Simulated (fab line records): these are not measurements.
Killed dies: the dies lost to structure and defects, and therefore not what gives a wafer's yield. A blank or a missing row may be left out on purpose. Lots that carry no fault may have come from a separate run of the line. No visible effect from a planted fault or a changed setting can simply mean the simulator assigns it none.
Matching of chambers	flow nand_harc	4 sister chambers for NHARC_A_CHANNEL_FILL_D2_ETCHBACK_20 on rie_diel-06
The step etches the open film in C4F8/O2/Ar, target depth 27 nm, time 13.5 s. 14 wafers are shown with their chamber, then 7 later ones without.

WAFERS WITH THEIR CHAMBER
wafer	chamber	rf_vpp_V (V)	oes_product_au (a.u.)
L310.1	2	988	0.917
L310.3	1	980	0.918
L310.4	3	981	0.920
L314.1	2	987	0.950
L314.2	3	981	0.953
L314.5	3	981	0.953
L315.1	3	981	0.997
L315.2	1	979	0.979
L315.4	2	988	0.992
L316.2	3	981	0.954
L316.3	1	981	0.926
L316.5	0	972	0.940
L318.1	1	981	0.971
L318.3	2	988	1.001

SIGNATURES (means of the wafers above)
reading	chamber 0	chamber 1	chamber 2	chamber 3	scatter within a chamber
rf_vpp_V	972.00	980.25	987.75	981.00	0.592
oes_product_au	0.94000	0.94850	0.96500	0.95540	0.0323
Rule: for a wafer and a chamber, the distance is found by dividing, reading by reading, the gap between the wafer's reading and the chamber's mean by the reading's scatter, squaring, summing and taking the root. If the next closest chamber is less than 2 further off than the closest, the wafer can't be placed; otherwise it belongs to the closest. How the scatter is found: for the shown wafers, subtract from each reading the mean of its chamber, square and add these, divide the total by (wafers less chambers), then take the root.

WAFERS WHOSE CHAMBER IS MISSING
wafer	rf_vpp_V (V)	oes_product_au (a.u.)
L318.5	969	0.975
L319.1	981	0.911
L319.2	972	0.924
L319.6	981	0.935
L331.2	970	0.984
L331.4	989	0.989
L331.5	987	0.990

EACH ONE'S CHAMBER
wafer	from the rows above	in truth
L318.5	0	0
L319.1	can't be placed: 3 or 1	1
L319.2	0	0
L319.6	can't be placed: 3 or 1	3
L331.2	0	0
L331.4	2	2
L331.5	2	2
Correctly placed: 5 of 7. These rows do not allow placing 2 (true chamber among the candidates in 2). Number placed wrongly: 0.
